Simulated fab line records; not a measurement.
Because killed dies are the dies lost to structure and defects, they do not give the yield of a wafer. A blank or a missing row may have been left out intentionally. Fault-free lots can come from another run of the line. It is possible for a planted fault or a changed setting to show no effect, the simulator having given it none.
The tool behind it: which one? || flow n5Finfet || Sampling: 12 lots, 33 wafers, 5 of 1938 route steps

WHAT EACH GAUGE READ, for each wafer
N5_BEOL_M13_RS_MEAS_54: uses a four-point probe to measure. Usual: M13_RS 0.0458 ohm/sq, standard deviation 0.00072.
{"lot": "L251", "measured": "day 11 06:28", "on": "filmMetro-01", "M13_RS (ohm/sq)": "0.0457 0.0466 0.0453", "flag": ""}
{"lot": "L252", "measured": "day 11 09:57", "on": "filmMetro-01", "M13_RS (ohm/sq)": "0.0466 0.0458 0.0463", "flag": ""}
{"lot": "L254", "measured": "day 11 16:52", "on": "filmMetro-01", "M13_RS (ohm/sq)": "0.0462 0.0453 0.0444", "flag": ""}
{"lot": "L255", "measured": "day 11 23:24", "on": "filmMetro-01", "M13_RS (ohm/sq)": "0.0471 0.0471", "flag": ""}
{"lot": "L256", "measured": "day 11 23:26", "on": "filmMetro-02", "M13_RS (ohm/sq)": "0.0465 0.0455 0.0474", "flag": ""}
{"lot": "L258", "measured": "day 12 14:37", "on": "filmMetro-02", "M13_RS (ohm/sq)": "0.0472 0.0464 0.0470", "flag": ""}
{"lot": "L261", "measured": "day 13 05:11", "on": "filmMetro-01", "M13_RS (ohm/sq)": "0.0449 0.0455 0.0447", "flag": ""}
{"lot": "L259", "measured": "day 13 08:40", "on": "filmMetro-02", "M13_RS (ohm/sq)": "0.0471 0.0451 0.0459", "flag": ""}
{"lot": "L265", "measured": "day 15 03:23", "on": "filmMetro-01", "M13_RS (ohm/sq)": "0.0450 0.0453", "flag": ""}
{"lot": "L270", "measured": "day 15 20:32", "on": "filmMetro-01", "M13_RS (ohm/sq)": "0.0459 0.0458 0.0465", "flag": ""}
{"lot": "L272", "measured": "day 16 08:41", "on": "filmMetro-02", "M13_RS (ohm/sq)": "0.0455 0.0461 0.0463", "flag": ""}
{"lot": "L274", "measured": "day 17 11:47", "on": "filmMetro-02", "M13_RS (ohm/sq)": "0.0449 0.0457", "flag": ""}

N5_BEOL_M14_CD_MEAS_10 targets a cd of 250 nm. Usual: 250.3 nm for cdNm, sd 2.
{"lot": "L251", "measured": "day 11 07:07", "on": "cdSem-03", "cdNm (nm)": "250.4 251.4 251.4", "flag": ""}
{"lot": "L252", "measured": "day 11 10:38", "on": "cdSem-01", "cdNm (nm)": "252.2 253.6 247.7", "flag": ""}
{"lot": "L254", "measured": "day 11 17:25", "on": "cdSem-01", "cdNm (nm)": "253.0 250.2 250.1", "flag": ""}
{"lot": "L255", "measured": "day 12 00:05", "on": "cdSem-03", "cdNm (nm)": "251.7 248.3", "flag": ""}
{"lot": "L256", "measured": "day 12 00:15", "on": "cdSem-03", "cdNm (nm)": "255.0 250.5 251.8", "flag": ""}
{"lot": "L258", "measured": "day 12 15:15", "on": "cdSem-03", "cdNm (nm)": "253.3 251.3 250.6", "flag": ""}
{"lot": "L261", "measured": "day 13 05:45", "on": "cdSem-01", "cdNm (nm)": "253.1 252.6 252.8", "flag": ""}
{"lot": "L259", "measured": "day 13 09:14", "on": "cdSem-02", "cdNm (nm)": "248.0 250.9 241.5", "flag": ""}
{"lot": "L265", "measured": "day 15 04:04", "on": "cdSem-02", "cdNm (nm)": "249.6 240.9", "flag": ""}
{"lot": "L270", "measured": "day 15 21:14", "on": "cdSem-01", "cdNm (nm)": "247.0 250.0 250.0", "flag": ""}
{"lot": "L272", "measured": "day 16 09:20", "on": "cdSem-03", "cdNm (nm)": "251.6 251.3 251.8", "flag": ""}
{"lot": "L274", "measured": "day 17 12:28", "on": "cdSem-01", "cdNm (nm)": "249.7 250.3", "flag": ""}

TOOL THAT RAN EACH LOT (tool first, then ch and the chambers of the sampled wafers, then the start)
{"lot": "L251", "N5_BEOL_M13_SPUTTER_44": "pvdSputter-02, day 11 05:23", "N5_BEOL_M13_SPUTTER_45": "pvdSputter-02, day 11 05:28", "N5_BEOL_M14_EXPOSE_07": "krfScanner-01 ch 0, day 11 06:56"}
{"lot": "L252", "N5_BEOL_M13_SPUTTER_44": "pvdSputter-03, day 11 08:52", "N5_BEOL_M13_SPUTTER_45": "pvdSputter-03, day 11 08:57", "N5_BEOL_M14_EXPOSE_07": "krfScanner-01 ch 0, day 11 10:28"}
{"lot": "L254", "N5_BEOL_M13_SPUTTER_44": "pvdSputter-02, day 11 15:47", "N5_BEOL_M13_SPUTTER_45": "pvdSputter-02, day 11 15:52", "N5_BEOL_M14_EXPOSE_07": "krfScanner-01 ch 0, day 11 17:16"}
{"lot": "L255", "N5_BEOL_M13_SPUTTER_44": "pvdSputter-01, day 11 21:48", "N5_BEOL_M13_SPUTTER_45": "pvdSputter-01, day 11 21:53", "N5_BEOL_M14_EXPOSE_07": "krfScanner-02 ch 0, day 11 23:55"}
{"lot": "L256", "N5_BEOL_M13_SPUTTER_44": "pvdSputter-01, day 11 22:07", "N5_BEOL_M13_SPUTTER_45": "pvdSputter-01, day 11 22:12", "N5_BEOL_M14_EXPOSE_07": "krfScanner-01 ch 0, day 12 00:05"}
{"lot": "L258", "N5_BEOL_M13_SPUTTER_44": "pvdSputter-01, day 12 12:55", "N5_BEOL_M13_SPUTTER_45": "pvdSputter-01, day 12 12:59", "N5_BEOL_M14_EXPOSE_07": "krfScanner-02 ch 0, day 12 15:05"}
{"lot": "L261", "N5_BEOL_M13_SPUTTER_44": "pvdSputter-03, day 13 03:57", "N5_BEOL_M13_SPUTTER_45": "pvdSputter-03, day 13 04:02", "N5_BEOL_M14_EXPOSE_07": "krfScanner-01 ch 0, day 13 05:35"}
{"lot": "L259", "N5_BEOL_M13_SPUTTER_44": "pvdSputter-01, day 13 07:35", "N5_BEOL_M13_SPUTTER_45": "pvdSputter-01, day 13 07:40", "N5_BEOL_M14_EXPOSE_07": "krfScanner-01 ch 0, day 13 09:04"}
{"lot": "L265", "N5_BEOL_M13_SPUTTER_44": "pvdSputter-01, day 15 02:05", "N5_BEOL_M13_SPUTTER_45": "pvdSputter-01, day 15 02:10", "N5_BEOL_M14_EXPOSE_07": "krfScanner-01 ch 0, day 15 03:54"}
{"lot": "L270", "N5_BEOL_M13_SPUTTER_44": "pvdSputter-03, day 15 18:54", "N5_BEOL_M13_SPUTTER_45": "pvdSputter-03, day 15 18:59", "N5_BEOL_M14_EXPOSE_07": "krfScanner-02 ch 0, day 15 21:03"}
{"lot": "L272", "N5_BEOL_M13_SPUTTER_44": "pvdSputter-03, day 16 07:35", "N5_BEOL_M13_SPUTTER_45": "pvdSputter-03, day 16 07:40", "N5_BEOL_M14_EXPOSE_07": "krfScanner-02 ch 0, day 16 09:10"}
{"lot": "L274", "N5_BEOL_M13_SPUTTER_44": "pvdSputter-03, day 17 10:10", "N5_BEOL_M13_SPUTTER_45": "pvdSputter-03, day 17 10:14", "N5_BEOL_M14_EXPOSE_07": "krfScanner-02 ch 0, day 17 12:17"}
- N5_BEOL_M13_SPUTTER_44: material Ta, target thk 10 nm, time 16.13 s.
- N5_BEOL_M13_SPUTTER_45: material Cu, target thk 80 nm, time 13.33 s.
- N5_BEOL_M14_EXPOSE_07: exposes mask V13.

AS READ BY THE TOOLS THEMSELVES (means over the sampled wafers that have a number; for cases with no such wafer, the mark the record gives instead)
N5_BEOL_M13_SPUTTER_44. Usual: 30.4 % for throttleValvePct, sd 1.4.
{"lot": "L251", "tool": "pvdSputter-02", "throttleValvePct (%)": 29.9, "flag": ""}
{"lot": "L252", "tool": "pvdSputter-03", "throttleValvePct (%)": 30.5, "flag": ""}
{"lot": "L254", "tool": "pvdSputter-02", "throttleValvePct (%)": 30.2, "flag": ""}
{"lot": "L255", "tool": "pvdSputter-01", "throttleValvePct (%)": 30.1, "flag": ""}
{"lot": "L256", "tool": "pvdSputter-01", "throttleValvePct (%)": 29.8, "flag": ""}
{"lot": "L258", "tool": "pvdSputter-01", "throttleValvePct (%)": 29.8, "flag": ""}
{"lot": "L261", "tool": "pvdSputter-03", "throttleValvePct (%)": 31.9, "flag": ""}
{"lot": "L259", "tool": "pvdSputter-01", "throttleValvePct (%)": 29.7, "flag": ""}
{"lot": "L265", "tool": "pvdSputter-01", "throttleValvePct (%)": 29.2, "flag": ""}
{"lot": "L270", "tool": "pvdSputter-03", "throttleValvePct (%)": 30.7, "flag": ""}
{"lot": "L272", "tool": "pvdSputter-03", "throttleValvePct (%)": 30.7, "flag": ""}
{"lot": "L274", "tool": "pvdSputter-03", "throttleValvePct (%)": 29.9, "flag": ""}

N5_BEOL_M13_SPUTTER_45. Usual: chuckGasFlowSccm 1.25 sccm, standard deviation 0.058; throttleValvePct 30.4 %, standard deviation 1.4.
{"lot": "L251", "tool": "pvdSputter-02", "chuckGasFlowSccm (sccm)": 1.26, "throttleValvePct (%)": 29.9, "flag": ""}
{"lot": "L252", "tool": "pvdSputter-03", "chuckGasFlowSccm (sccm)": 1.23, "throttleValvePct (%)": 30.4, "flag": ""}
{"lot": "L254", "tool": "pvdSputter-02", "chuckGasFlowSccm (sccm)": 1.23, "throttleValvePct (%)": 30.2, "flag": ""}
{"lot": "L255", "tool": "pvdSputter-01", "chuckGasFlowSccm (sccm)": 1.31, "throttleValvePct (%)": 30.1, "flag": ""}
{"lot": "L256", "tool": "pvdSputter-01", "chuckGasFlowSccm (sccm)": 1.27, "throttleValvePct (%)": 29.8, "flag": ""}
{"lot": "L258", "tool": "pvdSputter-01", "chuckGasFlowSccm (sccm)": 1.29, "throttleValvePct (%)": 29.7, "flag": ""}
{"lot": "L261", "tool": "pvdSputter-03", "chuckGasFlowSccm (sccm)": 1.26, "throttleValvePct (%)": 31.9, "flag": ""}
{"lot": "L259", "tool": "pvdSputter-01", "chuckGasFlowSccm (sccm)": 1.29, "throttleValvePct (%)": 29.7, "flag": ""}
{"lot": "L265", "tool": "pvdSputter-01", "chuckGasFlowSccm (sccm)": 1.30, "throttleValvePct (%)": 29.0, "flag": ""}
{"lot": "L270", "tool": "pvdSputter-03", "chuckGasFlowSccm (sccm)": 1.23, "throttleValvePct (%)": 30.7, "flag": ""}
{"lot": "L272", "tool": "pvdSputter-03", "chuckGasFlowSccm (sccm)": 1.20, "throttleValvePct (%)": 31.0, "flag": ""}
{"lot": "L274", "tool": "pvdSputter-03", "chuckGasFlowSccm (sccm)": 1.25, "throttleValvePct (%)": 29.8, "flag": ""}

N5_BEOL_M14_EXPOSE_07. Usual: 23.01 C for reticleTempC, sd 0.11.
{"lot": "L251", "tool": "krfScanner-01", "reticleTempC (C)": 23.00, "flag": ""}
{"lot": "L252", "tool": "krfScanner-01", "reticleTempC (C)": 22.95, "flag": ""}
{"lot": "L254", "tool": "krfScanner-01", "reticleTempC (C)": 23.07, "flag": ""}
{"lot": "L255", "tool": "krfScanner-02", "reticleTempC (C)": 22.93, "flag": ""}
{"lot": "L256", "tool": "krfScanner-01", "reticleTempC (C)": 23.12, "flag": ""}
{"lot": "L258", "tool": "krfScanner-02", "reticleTempC (C)": 22.94, "flag": ""}
{"lot": "L261", "tool": "krfScanner-01", "reticleTempC (C)": 22.98, "flag": ""}
{"lot": "L259", "tool": "krfScanner-01", "reticleTempC (C)": 23.27, "flag": ""}
{"lot": "L265", "tool": "krfScanner-01", "reticleTempC (C)": 22.87, "flag": ""}
{"lot": "L270", "tool": "krfScanner-02", "reticleTempC (C)": 22.98, "flag": ""}
{"lot": "L272", "tool": "krfScanner-02", "reticleTempC (C)": 23.04, "flag": ""}
{"lot": "L274", "tool": "krfScanner-02", "reticleTempC (C)": 22.88, "flag": ""}

THE ANSWER, worked out from the rows above alone
Rule: a lot counts as off when the mean over its wafers that have a number is more than 3 standard deviations away from the usual mean. A lot without any number at a reading at which 4 lots or more have one is off too. The other lots that the step has rows for count as sound. Order of review: gauges by route order, followed by the tools' own readings, for which a lot's mean as printed above is used. At the first step where some lot is off, the reading lying furthest off is the one used; lots without a number count as furthest.
No lot is off at any reading shown: from this, nothing can be told.

WHAT THE SIMULATOR PUT IN
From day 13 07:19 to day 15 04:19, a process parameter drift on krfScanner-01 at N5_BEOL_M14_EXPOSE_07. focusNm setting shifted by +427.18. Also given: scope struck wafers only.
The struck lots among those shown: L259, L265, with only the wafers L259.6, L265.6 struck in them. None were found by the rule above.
